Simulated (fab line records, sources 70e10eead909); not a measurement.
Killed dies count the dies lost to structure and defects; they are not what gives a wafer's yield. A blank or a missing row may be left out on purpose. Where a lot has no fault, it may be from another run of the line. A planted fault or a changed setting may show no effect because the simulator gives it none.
8D (eight disciplines) problem report, filled in by code | flow nand-harc | the parts of the form that need people (team, actions taken, sign-off) are left out

1. PROBLEM STATEMENT
At NHARC_A_CHANNEL_HOLE_D2_INSPECT_40, raw-defect-count averages 860 over 6 wafers from 2 lots, while fault-free wafers read 279, standard deviation 80. That puts it +7.3 standard deviations away from the usual mean.
Earliest sighting: wafer L461.2 on defect-inspect-01 at day 15 11:49. Wafers with a number at this step in the record: 33, from 11 lots. Rule for "out" (also "out of limits"): further than 4 standard deviations from the usual mean. Any other wafer with a number is counted as sound.

2. WHAT IT IS; WHAT IT IS NOT
question                    | is                                   | is not
which readings at this step | raw-defect-count                     | -
which lots                  | L461, L463                           | L457, L458, L471, L472, L473, L474, L477, L478, L480
which wafers of those lots  | all that have a number               | -
read on which gauges        | defect-inspect-01, defect-inspect-02 | -
when                        | from day 15 11:49                    | up to then (6 sound wafers); but 21 sound wafers of L471, L472, L473, L474, L477, L478, L480 came after

3. SUSPECTS, AND WHAT RULES EACH OUT
Counting: a tool at a process step up to the reading stays a suspect if it ran every lot that is out and no sound lot after the first of them.
- ruled out: the gauge at NHARC_A_CHANNEL_HOLE_D2_INSPECT_40. Those wafers that are out were read across 2 gauges (defect-inspect-01, defect-inspect-02).
- har-etch-01 at NHARC_A_CHANNEL_HOLE_D2_ETCH_23 (etches the open film in C4F8/O2/Ar, time 819 s, target depth 1600 nm): ruled out as a lasting fault. The sound lots L471, L473, L474, L477 went through it after L461, its earliest lot that is out (day 15 07:39).
- har-etch-01 at NHARC_A_CHANNEL_HOLE_D2_ETCH_25 (etches the open film in C4F8/O2/Ar, time 1040.2 s, target depth 1500 nm): ruled out as a lasting fault. The sound lots L471, L473, L474, L477 went through it after L461, its earliest lot that is out (day 15 09:08).
- rie-diel-02 at NHARC_A_CHANNEL_HOLE_D2_STRIP_28 (strips in O2): ruled out as a lasting fault. The sound lots L472, L473, L474, L477, L480 went through it after L461, its earliest lot that is out (day 15 11:49). NHARC_A_CHANNEL_HOLE_D2_STRIP_28 gives no start for some lots, so the hours and the order of its lots are those of NHARC_A_CHANNEL_HOLE_D2_INSPECT_40.
Left after counting: nothing in the record.

4. THE CAUSE (what the simulator had put in)
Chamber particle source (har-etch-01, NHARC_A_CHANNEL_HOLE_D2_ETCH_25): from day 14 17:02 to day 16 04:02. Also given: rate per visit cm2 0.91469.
The count ruled it out by mistake, since the rule takes a fault to strike every lot its tool runs from the start of the fault on, and this one did not do so.

5. THE CHAIN OF EFFECTS, in route order
Each row: a reading whose mean over the struck wafers that have a number lies more than 3 standard deviations from the usual. Readings are gone through only where the record gives a usual standard deviation; hours: the median, over the lots, of the time from a lot's start at the first step in this table giving one to that lot's start at this step; sigmas: the change measured in usual standard deviations.
hours | step                               | reading          | usual | on struck wafers | change | sigmas
0     | NHARC_A_CHANNEL_HOLE_D2_INSPECT_40 | raw-defect-count | 279   | 860              | +582   | +7.3
Later steps that measure or inspect, where all struck wafers having a row at the step show a number for every such reading and not one has moved that far: NHARC_END_SORT_01.

6. WHAT WOULD HAVE CAUGHT IT SOONER
The first out-of-limits reading at a measuring or inspecting step in this record came at day 15 11:49, 19 hours after the fault's start at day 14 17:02.
No tool reading at NHARC_A_CHANNEL_HOLE_D2_ETCH_25 that has a usual standard deviation in the record was out on any struck wafer, so an alarm limit of 4 standard deviations on those readings would not have fired.
